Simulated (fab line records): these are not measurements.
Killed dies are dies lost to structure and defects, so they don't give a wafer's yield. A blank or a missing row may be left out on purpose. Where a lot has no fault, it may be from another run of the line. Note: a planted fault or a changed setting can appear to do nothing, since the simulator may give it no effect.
The tool behind it: which one? / flow nand_harc / 39 wafers from 13 lots sampled at 6 of the route's 1159 steps

== WHAT THE GAUGES SHOWED, per wafer ==
NHARC_P_GATE_INSPECT_28. Usual: 6 for raw_defect_count, sd 3.1.
lot=L427; measured=day 4 17:23; on=defect_inspect-02; raw_defect_count=6 6 9; flag=
lot=L428; measured=day 5 12:14; on=defect_inspect-01; raw_defect_count=6 8 14; flag=
lot=L430; measured=day 5 11:35; on=defect_inspect-01; raw_defect_count=10 3 7; flag=
lot=L431; measured=day 5 23:56; on=defect_inspect-02; raw_defect_count=335 323 310; flag=OFF
lot=L432; measured=day 5 23:05; on=defect_inspect-02; raw_defect_count=316 306 307; flag=OFF
lot=L441; measured=day 8 17:08; on=defect_inspect-01; raw_defect_count=5 5 4; flag=
lot=L442; measured=day 8 17:22; on=defect_inspect-02; raw_defect_count=8 3 0; flag=
lot=L443; measured=day 9 00:11; on=defect_inspect-02; raw_defect_count=8 7 3; flag=
lot=L444; measured=day 9 05:37; on=defect_inspect-02; raw_defect_count=5 9 6; flag=
lot=L445; measured=day 9 05:28; on=defect_inspect-01; raw_defect_count=4 10 8; flag=
lot=L446; measured=day 9 20:27; on=defect_inspect-02; raw_defect_count=14 11 15; flag=
lot=L447; measured=day 9 20:36; on=defect_inspect-02; raw_defect_count=7 4 9; flag=
lot=L449; measured=day 10 11:47; on=defect_inspect-01; raw_defect_count=13 4 6; flag=

NHARC_P_GATE_INSPECT_68. Usual: 199 for raw_defect_count, sd 74.
lot=L427; measured=day 5 12:14; on=defect_inspect-02; raw_defect_count=148 148 267; flag=
lot=L428; measured=day 6 12:51; on=defect_inspect-02; raw_defect_count=151 279 236; flag=
lot=L430; measured=day 6 08:34; on=defect_inspect-01; raw_defect_count=109 217 164; flag=
lot=L431; measured=day 6 18:42; on=defect_inspect-01; raw_defect_count=432 631 467; flag=OFF
lot=L432; measured=day 6 17:59; on=defect_inspect-01; raw_defect_count=473 549 469; flag=OFF
lot=L441; measured=day 9 11:22; on=defect_inspect-01; raw_defect_count=102 172 197; flag=
lot=L442; measured=day 9 12:05; on=defect_inspect-01; raw_defect_count=311 231 184; flag=
lot=L443; measured=day 9 18:54; on=defect_inspect-02; raw_defect_count=269 150 166; flag=
lot=L444; measured=day 10 00:17; on=defect_inspect-01; raw_defect_count=265 294 244; flag=
lot=L445; measured=day 10 00:07; on=defect_inspect-02; raw_defect_count=252 243 165; flag=
lot=L446; measured=day 10 15:01; on=defect_inspect-02; raw_defect_count=99 111 119; flag=
lot=L447; measured=day 10 15:41; on=defect_inspect-02; raw_defect_count=87 155 162; flag=
lot=L449; measured=day 11 06:36; on=defect_inspect-01; raw_defect_count=177 146 208; flag=

NHARC_P_M1_CD_MEAS_16. Usual: 130.2 nm for cd_nm, sd 0.93.
lot=L427; measured=day 6 03:53; on=cd_sem-01; cd_nm (nm)=129.9 130.4 128.9; flag=
lot=L428; measured=day 7 01:42; on=cd_sem-01; cd_nm (nm)=130.0 129.5 128.7; flag=
lot=L430; measured=day 6 22:03; on=cd_sem-03; cd_nm (nm)=131.5 130.0 129.6; flag=
lot=L431; measured=day 7 05:35; on=cd_sem-02; cd_nm (nm)=129.9 130.3 130.8; flag=
lot=L432; measured=day 7 04:49; on=cd_sem-02; cd_nm (nm)=130.7 130.9 131.0; flag=
lot=L441; measured=day 10 03:00; on=cd_sem-02; cd_nm (nm)=129.8 128.9 130.9; flag=
lot=L442; measured=day 10 03:34; on=cd_sem-02; cd_nm (nm)=130.0 130.9 130.2; flag=
lot=L443; measured=day 10 09:59; on=cd_sem-01; cd_nm (nm)=130.7 130.3 129.4; flag=
lot=L444; measured=day 10 10:40; on=cd_sem-02; cd_nm (nm)=130.2 130.9 130.0; flag=
lot=L445; measured=day 10 10:20; on=cd_sem-03; cd_nm (nm)=131.0 131.8 130.3; flag=
lot=L446; measured=day 11 01:18; on=cd_sem-02; cd_nm (nm)=130.4 130.3 131.4; flag=
lot=L447; measured=day 11 03:41; on=cd_sem-02; cd_nm (nm)=129.7 130.6 131.3; flag=
lot=L449; measured=day 11 20:05; on=cd_sem-01; cd_nm (nm)=130.2 130.6 130.3; flag=

NHARC_END_SORT_01. Usual: killed_at_array 26, standard deviation 11; killed_at_other 0.6, standard deviation 1; killed_at_periphery 3.1, standard deviation 2.1; killed_dies 30, standard deviation 11; killed_open 3.4, standard deviation 1.8; killed_short 2.1, standard deviation 1.5.
lot=L431; measured=day 20 10:45; on=prober-02; killed_at_array=13 17 18; killed_at_other=0 0 0; killed_at_periphery=246 244 240; killed_dies=259 261 258; killed_open=3 4 2; killed_short=3 1 1; flag=OFF
lot=L432; measured=day 21 16:07; on=prober-01; killed_at_array=28 23 24; killed_at_other=0 0 0; killed_at_periphery=247 232 237; killed_dies=275 255 261; killed_open=0 4 4; killed_short=2 0 2; flag=OFF

== WHAT TOOL EACH LOT RAN ON (gives the tool, then ch and the chambers of the sampled wafers, and finally the start) ==
lot=L427; NHARC_P_GATE_OXIDE_02=furnace-06 ch 0, day 3 22:29; NHARC_P_M1_ETCH_15=rie_diel-13 ch 0,1,3, day 6 03:53 or earlier
lot=L428; NHARC_P_GATE_OXIDE_02=furnace-03 ch 0, day 4 16:13; NHARC_P_M1_ETCH_15=rie_diel-13 ch 0,1,2, day 7 01:42 or earlier
lot=L430; NHARC_P_GATE_OXIDE_02=furnace-03 ch 0, day 4 16:13; NHARC_P_M1_ETCH_15=rie_diel-13 ch 0,1,3, day 6 22:03 or earlier
lot=L431; NHARC_P_GATE_OXIDE_02=furnace-03 ch 0, day 5 03:07; NHARC_P_M1_ETCH_15=rie_diel-01 ch 0,2, day 7 05:35 or earlier
lot=L432; NHARC_P_GATE_OXIDE_02=furnace-03 ch 0, day 5 03:07; NHARC_P_M1_ETCH_15=rie_diel-13 ch 0,2,3, day 7 04:49 or earlier
lot=L441; NHARC_P_GATE_OXIDE_02=furnace-06 ch 0, day 7 20:16; NHARC_P_M1_ETCH_15=rie_diel-13 ch 0,1,3, day 10 03:00 or earlier
lot=L442; NHARC_P_GATE_OXIDE_02=furnace-06 ch 0, day 7 20:16; NHARC_P_M1_ETCH_15=rie_diel-13 ch 0,3, day 10 03:34 or earlier
lot=L443; NHARC_P_GATE_OXIDE_02=furnace-05 ch 0, day 8 04:14; NHARC_P_M1_ETCH_15=rie_diel-01 ch 1,2, day 10 09:59 or earlier
lot=L444; NHARC_P_GATE_OXIDE_02=furnace-03 ch 0, day 8 10:41; NHARC_P_M1_ETCH_15=rie_diel-01 ch 0,3, day 10 10:40 or earlier
lot=L445; NHARC_P_GATE_OXIDE_02=furnace-03 ch 0, day 8 10:41; NHARC_P_M1_ETCH_15=rie_diel-08 ch 1,2, day 10 10:20 or earlier
lot=L446; NHARC_P_GATE_OXIDE_02=furnace-06 ch 0, day 9 01:33; NHARC_P_M1_ETCH_15=rie_diel-13 ch 1,2,3, day 11 01:18 or earlier
lot=L447; NHARC_P_GATE_OXIDE_02=furnace-06 ch 0, day 9 01:33; NHARC_P_M1_ETCH_15=rie_diel-08 ch 0,1,2, day 11 03:41 or earlier
lot=L449; NHARC_P_GATE_OXIDE_02=furnace-03 ch 0, day 9 16:26; NHARC_P_M1_ETCH_15=rie_diel-01 ch 0,3, day 11 20:05 or earlier
- NHARC_P_GATE_OXIDE_02: material SiO2, target thk 37.5 nm, ox time 365 s.
- NHARC_P_M1_ETCH_15: etches the open film in C4F8/Ar, target depth 182.5 nm, time 91.2 s.

== WHAT THE TOOLS THEMSELVES READ (means of the sampled wafers that have a number; where no wafer has one, the mark that the record gives instead) ==
NHARC_P_GATE_OXIDE_02. Usual: spike_tc_lower_C 949.8 C, standard deviation 1; spike_tc_top_C 959.9 C, standard deviation 2.1.
lot=L427; tool=furnace-06; spike_tc_lower_C (C)=948.2; spike_tc_top_C (C)=960.6; flag=
lot=L428; tool=furnace-03; spike_tc_lower_C (C)=949.6; spike_tc_top_C (C)=958.2; flag=
lot=L430; tool=furnace-03; spike_tc_lower_C (C)=949.2; spike_tc_top_C (C)=957.6; flag=
lot=L431; tool=furnace-03; spike_tc_lower_C (C)=949.5; spike_tc_top_C (C)=957.7; flag=
lot=L432; tool=furnace-03; spike_tc_lower_C (C)=949.6; spike_tc_top_C (C)=957.4; flag=
lot=L441; tool=furnace-06; spike_tc_lower_C (C)=949.5; spike_tc_top_C (C)=961.2; flag=
lot=L442; tool=furnace-06; spike_tc_lower_C (C)=949.3; spike_tc_top_C (C)=960.1; flag=
lot=L443; tool=furnace-05; spike_tc_lower_C (C)=949.7; spike_tc_top_C (C)=962.6; flag=
lot=L444; tool=furnace-03; spike_tc_lower_C (C)=949.9; spike_tc_top_C (C)=958.1; flag=
lot=L445; tool=furnace-03; spike_tc_lower_C (C)=950.4; spike_tc_top_C (C)=958.8; flag=
lot=L446; tool=furnace-06; spike_tc_lower_C (C)=948.7; spike_tc_top_C (C)=960.1; flag=
lot=L447; tool=furnace-06; spike_tc_lower_C (C)=948.6; spike_tc_top_C (C)=961.0; flag=
lot=L449; tool=furnace-03; spike_tc_lower_C (C)=950.1; spike_tc_top_C (C)=957.7; flag=

NHARC_P_M1_ETCH_15. Usual: oes_product_au 0.953 a.u., standard deviation 0.023; rf_vpp_V 440.9 V, standard deviation 2.6.
lot=L427; tool=rie_diel-13; oes_product_au (a.u.)=0.943; rf_vpp_V (V)=442.1; flag=
lot=L428; tool=rie_diel-13; oes_product_au (a.u.)=0.952; rf_vpp_V (V)=441.7; flag=
lot=L430; tool=rie_diel-13; oes_product_au (a.u.)=0.957; rf_vpp_V (V)=441.5; flag=
lot=L431; tool=rie_diel-01; oes_product_au (a.u.)=0.951; rf_vpp_V (V)=441.0; flag=
lot=L432; tool=rie_diel-13; oes_product_au (a.u.)=0.965; rf_vpp_V (V)=443.3; flag=
lot=L441; tool=rie_diel-13; oes_product_au (a.u.)=0.954; rf_vpp_V (V)=440.7; flag=
lot=L442; tool=rie_diel-13; oes_product_au (a.u.)=0.909; rf_vpp_V (V)=442.4; flag=
lot=L443; tool=rie_diel-01; oes_product_au (a.u.)=0.955; rf_vpp_V (V)=439.9; flag=
lot=L444; tool=rie_diel-01; oes_product_au (a.u.)=0.973; rf_vpp_V (V)=440.9; flag=
lot=L445; tool=rie_diel-08; oes_product_au (a.u.)=0.978; rf_vpp_V (V)=437.9; flag=
lot=L446; tool=rie_diel-13; oes_product_au (a.u.)=0.961; rf_vpp_V (V)=442.1; flag=
lot=L447; tool=rie_diel-08; oes_product_au (a.u.)=0.979; rf_vpp_V (V)=439.8; flag=
lot=L449; tool=rie_diel-01; oes_product_au (a.u.)=0.940; rf_vpp_V (V)=441.3; flag=

== THE ANSWER, worked out from the rows above alone ==
Rule: a lot counts as off when the mean over its wafers that have a number is more than 3 standard deviations away from the usual mean. Also off: a lot with no number at a reading for which 4 or more lots have one. The other lots that the step has rows for count as sound. After the gauges, taken in route order, come the tools' own readings; for these a lot's mean is taken, as printed above. At the first step where some lot is off, the reading lying furthest off is the one used; lots without a number count as furthest.
Off: L431, L432 (NHARC_P_GATE_INSPECT_28, raw_defect_count).
If a tool, at a process step before that reading, ran all the lots that are off and no sound lot after the first of them, it fits. Not tried: the gauges at NHARC_P_GATE_INSPECT_28; whatever is off there is also off at NHARC_P_GATE_INSPECT_68, on other tools, and gauge error can't account for it. Not one of the candidates tried fits.

== WHAT WAS PUT IN BY THE SIMULATOR ==
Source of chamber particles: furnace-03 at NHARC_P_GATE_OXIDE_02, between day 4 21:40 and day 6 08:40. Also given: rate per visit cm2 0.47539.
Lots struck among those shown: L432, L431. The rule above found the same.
